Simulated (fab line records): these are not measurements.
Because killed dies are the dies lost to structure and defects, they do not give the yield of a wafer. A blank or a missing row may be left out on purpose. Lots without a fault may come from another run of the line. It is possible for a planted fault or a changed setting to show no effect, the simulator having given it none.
The tool behind it: which one?    flow nand_harc    33 wafers from 11 lots sampled at 4 of the route's 1302 steps

WHAT EACH GAUGE READ, for each wafer
NHARC_A_BLC_CD_MEAS_10: target cd 100 nm.
lot   measured      on         cd_nm (nm)
L284  day 23 10:17  cd_sem-01  100.6 99.5 100.7
L286  day 24 06:42  cd_sem-01  100.7 100.6 99.9
L285  day 24 08:40  cd_sem-01  99.9 100.1 100.5
L287  day 24 22:29  cd_sem-03  100.5 100.4 100.0
L291  day 26 12:02  cd_sem-02  99.4 99.9 100.3
L293  day 27 22:07  cd_sem-02  100.2 99.8 100.5
L300  day 30 05:23  cd_sem-03  99.7 101.0 100.3
L301  day 30 16:31  cd_sem-02  101.4 113.3 100.3
L302  day 31 14:46  cd_sem-03  99.7 100.7 100.0
L303  day 31 21:40  cd_sem-02  100.3 114.3 100.0
L304  day 32 07:38  cd_sem-01  113.3 99.9 102.0

WHICH TOOL RAN EACH LOT (tool, then ch and the chambers of the sampled wafers, then the start)
lot   NHARC_A_CONTACT_ETCH_91             NHARC_A_CONTACT_ETCH_138              NHARC_A_BLC_PEB_08
L284  rie_diel-11 ch 0,1, day 22 23:19    har_cap_etch-03 ch 0, day 23 06:20    litho_track-06 ch 0, day 23 10:12
L286  rie_diel-04 ch 2,3, day 23 15:55    har_cap_etch-02 ch 0,1, day 24 02:43  litho_track-06 ch 0, day 24 06:38
L285  rie_diel-13 ch 1,3, day 23 16:22    har_cap_etch-03 ch 0,1, day 24 04:20  litho_track-06 ch 0, day 24 08:35
L287  rie_diel-13 ch 0,1,3, day 24 12:18  har_cap_etch-01 ch 0,1, day 24 18:23  litho_track-01 ch 0, day 24 22:25
L291  rie_diel-11 ch 1,2,3, day 26 02:13  har_cap_etch-02 ch 0,1, day 26 08:07  litho_track-01 ch 0, day 26 11:57
L293  rie_diel-04 ch 1,2, day 27 10:22    har_cap_etch-02 ch 0,1, day 27 18:11  litho_track-06 ch 0, day 27 22:02
L300  rie_diel-13 ch 1,3, day 29 14:33    har_cap_etch-01 ch 0,1, day 30 00:38  litho_track-06 ch 0, day 30 05:18
L301  rie_diel-11 ch 0,1,2, day 30 03:58  har_cap_etch-02 ch 0,1, day 30 12:23  litho_track-06 ch 0, day 30 16:27
L302  rie_diel-11 ch 0,3, day 31 00:21    har_cap_etch-02 ch 0,1, day 31 10:44  litho_track-01 ch 0, day 31 14:41
L303  rie_diel-13 ch 1,2,3, day 31 10:55  har_cap_etch-01 ch 0,1, day 31 17:20  litho_track-06 ch 0, day 31 21:35
L304  rie_diel-04 ch 0,1,2, day 31 18:05  har_cap_etch-01 ch 0,1, day 32 03:39  litho_track-06 ch 0, day 32 07:34
- NHARC_A_CONTACT_ETCH_91: etches the open film in CH3F/O2, target depth 40 nm, time 85.7 s.
- NHARC_A_CONTACT_ETCH_138: etches the open film in C4F8/O2/Ar, time 311 s, target depth 1914 nm.
- NHARC_A_BLC_PEB_08: peb time 65 s.

THE ANSWER, worked out from the rows above alone
Rule: the usual values come from the lots themselves. The widest of any qualifying gaps counts: lots, ordered by their means at a reading, are off when they make up no more than a third of the lots, leave a main group of 4 or more, and stand apart from it by 3 or more times the standard deviation of that group's means. Not used: any main group whose means are identical at the precision the tables above print for the reading. Also off: a lot with no number at a reading for which 4 or more lots have one. Where the step has rows for the other lots, those lots are counted as sound.
Off: L301, L303, L304, at NHARC_A_BLC_CD_MEAS_10 (cd_nm). Mean 100.2 nm and standard deviation 0.15 in the main group.
A tool fits if, at a process step before that reading, it ran every lot that is off, and no sound lot after the first of them. The gauges at NHARC_A_BLC_CD_MEAS_10 are tried like those tools. One fits: litho_track-06 at NHARC_A_BLC_PEB_08. Its last sound lot is L300 (day 30 05:18), its first lot that is off L301 (day 30 16:27): a fault that began between those two fits.

WHAT THE SIMULATOR PUT IN
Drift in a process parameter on litho_track-06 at NHARC_A_BLC_PEB_08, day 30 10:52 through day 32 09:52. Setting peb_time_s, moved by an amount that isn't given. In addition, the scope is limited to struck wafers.
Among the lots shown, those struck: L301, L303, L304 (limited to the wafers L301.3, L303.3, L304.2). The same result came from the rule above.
